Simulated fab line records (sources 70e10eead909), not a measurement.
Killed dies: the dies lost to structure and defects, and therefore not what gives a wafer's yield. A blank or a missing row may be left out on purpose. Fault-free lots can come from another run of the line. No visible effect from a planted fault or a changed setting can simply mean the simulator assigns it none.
Which of the tools did it?	flow nand harc	13 lots with 39 wafers sampled at 5 steps, on a route of 1159 steps

WHAT THE GAUGES SHOWED, per wafer
NHARC_A_CONTACT_INSPECT_71.
lot	measured	on	raw defect count
L922	day 16 10:02	defect inspect-01	16 16 22
L925	day 16 22:06	defect inspect-01	7 7 9
L923	day 16 22:40	defect inspect-01	30 39 36
L926	day 17 13:32	defect inspect-02	42 31 47
L924	day 17 15:53	defect inspect-01	23 18 12
L927	day 18 04:34	defect inspect-01	19 20 29
L928	day 18 06:14	defect inspect-01	40 25 29
L929	day 18 11:05	defect inspect-02	8 6 6
L930	day 18 21:07	defect inspect-02	20 21 23
L933	day 19 07:02	defect inspect-02	10 11 14
L934	day 19 19:32	defect inspect-02	30 29 21
L942	day 21 18:45	defect inspect-02	22 30 22
L945	day 21 22:08	defect inspect-02	41 40 45

NHARC_A_CONTACT_CD_MEAS_80.
lot	measured	on	cd nm (nm)
L922	day 16 13:22	cd sem-01	188.9 190.5 189.0
L925	day 17 02:17	cd sem-01	189.7 189.6 189.8
L923	day 17 02:46	cd sem-01	190.3 188.4 190.8
L926	day 17 17:31	cd sem-03	188.6 189.1 190.1
L924	day 17 21:14	cd sem-02	188.9 190.8 189.0
L927	day 18 07:56	cd sem-01	187.0 187.5 187.5
L928	day 18 09:33	cd sem-03	189.2 190.3 190.8
L929	day 18 14:26	cd sem-01	190.7 190.8 190.0
L930	day 19 00:35	cd sem-02	187.1 186.5 186.8
L933	day 19 10:20	cd sem-01	190.5 189.0 189.4
L934	day 19 22:50	cd sem-02	189.0 190.0 189.9
L942	day 21 22:11	cd sem-01	189.0 190.7 190.0
L945	day 22 01:38	cd sem-01	189.1 188.6 188.1

NHARC_END_SORT_01.
lot	measured	on	killed at array	killed at other	killed at periphery	killed dies	killed open	killed short
L942	day 24 07:19	prober-01	28 609 24	0 0 1	2 8 3	30 617 28	4 3 1	3 1 2

TOOL THAT RAN EACH LOT (tool first, then ch and the chambers of the sampled wafers, then the start)
lot	NHARC_A_CONTACT_ETCH_106	NHARC_A_CONTACT_DEP_84
L922	rie diel-03 ch 1,3, day 16 13:42	acl dep-01 ch 0, day 16 14:21
L925	rie diel-03 ch 0,1, day 17 02:42	acl dep-03 ch 0, day 17 04:19
L923	rie diel-03 ch 0,2, day 17 03:10	acl dep-02 ch 0, day 17 04:23
L926	rie diel-03 ch 0,1, day 17 17:49	acl dep-02 ch 0, day 17 18:40
L924	rie diel-03 ch 0,1,2, day 17 21:32	acl dep-02 ch 0, day 17 23:37
L927	rie diel-03 ch 1,2,3, day 18 08:14	acl dep-02 ch 0, day 18 12:16
L928	rie diel-11 ch 1,2,3, day 18 09:53	acl dep-01 ch 0, day 18 13:58
L929	rie diel-03 ch 0,2,3, day 18 15:07	acl dep-03 ch 0, day 18 17:20
L930	rie diel-03 ch 1,2, day 19 00:55	acl dep-01 ch 0, day 19 01:35
L933	rie diel-11 ch 1,2,3, day 19 12:16	acl dep-03 ch 0, day 19 13:05
L934	rie diel-03 ch 1,2,3, day 19 23:07	acl dep-03 ch 0, day 19 23:47
L942	rie diel-11 ch 0,2, day 21 22:41	acl dep-02 ch 0, day 22 01:02
L945	rie diel-03 ch 1,2, day 22 01:55	acl dep-03 ch 0, day 22 03:18
- NHARC_A_CONTACT_ETCH_106: etches the open film in CF4/O2, target depth 60 nm, overetch 6 nm, time 33 s.
- NHARC_A_CONTACT_DEP_84: deposits aC, target thk 2000 nm.

AS READ BY THE TOOLS THEMSELVES (means over the sampled wafers that have a number; for cases with no such wafer, the mark the record gives instead)
NHARC_A_CONTACT_ETCH_106.
lot	tool	drypump motor current A (A)	oes product au (a.u.)	rf vpp V (V)	showerhead plenum p Torr (Torr)	throttle valve pct (%)
L922	rie diel-03	6.5	0.990	196.7	1.28	13.401
L925	rie diel-03	5.9	1.002	197.4	1.30	13.398
L923	rie diel-03	5.7	1.002	198.1	1.37	13.396
L926	rie diel-03	6.0	0.996	196.5	1.27	13.394
L924	rie diel-03	5.8	0.996	198.0	1.32	13.392
L927	rie diel-03	6.1	1.001	197.5	1.31	13.400
L928	rie diel-11	6.1	1.005	197.5	1.36	13.398
L929	rie diel-03	6.1	0.998	198.8	1.34	13.390
L930	rie diel-03	5.9	1.001	197.5	1.30	13.394
L933	rie diel-11	6.1	1.021	198.3	1.36	13.399
L934	rie diel-03	6.1	1.010	197.7	1.31	13.398
L942	rie diel-11	5.9	0.962	196.6	1.31	13.398
L945	rie diel-03	5.9	0.996	197.7	1.29	13.394

NHARC_A_CONTACT_DEP_84.
lot	tool	throttle valve pct (%)
L922	acl dep-01	35.005
L925	acl dep-03	35.005
L923	acl dep-02	35.003
L926	acl dep-02	35.010
L924	acl dep-02	35.004
L927	acl dep-02	35.004
L928	acl dep-01	35.003
L929	acl dep-03	34.998
L930	acl dep-01	35.003
L933	acl dep-03	34.996
L934	acl dep-03	35.009
L942	acl dep-02	34.988
L945	acl dep-03	34.995

THE ANSWER, worked out from the rows above alone
Rule: the usual values come from the lots themselves. Put in order of their means at a reading, lots are off if they are a third of the lots or fewer, leave a main group of 4 or more, and stand apart from it by a gap of 3 or more times the standard deviation of the main group's means; of several such gaps the widest counts. If all means in a main group match to the digits the tables above print for the reading, that group is not used. Also off: a lot with no number at a reading for which 4 or more lots have one. The other lots that the step has rows for count as sound. The gauges are gone through in route order, then the tools' own readings, and for those a lot's mean is taken as printed above. At the first step where some lot is off, the reading lying furthest off is the one used; lots without a number count as furthest.
Off: L942, at NHARC_A_CONTACT_ETCH_106 (oes product au). For the main group the mean is 1.002 a.u. and the standard deviation 0.0076.
A tool fits if, at that step or a process step before it, it ran every lot that is off, and no sound lot after the first of them. One candidate fits, namely rie diel-11 at NHARC_A_CONTACT_ETCH_106. A fault onset in the window from L933 (day 19 12:16, its last sound lot) to L942 (day 21 22:41, its first lot off) fits.
The tool's own readings at NHARC_A_CONTACT_ETCH_106 bear it out: on the lots that are off they differ by more than 5 times the standard deviation of the sound lots' means. oes product au reads 0.962 a.u. there against 1.002 a.u. on the sound lots.

WHAT THE SIMULATOR HAD INSERTED
rie diel-11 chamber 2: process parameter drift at NHARC_A_CONTACT_ETCH_106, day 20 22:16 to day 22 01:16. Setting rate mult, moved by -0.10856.
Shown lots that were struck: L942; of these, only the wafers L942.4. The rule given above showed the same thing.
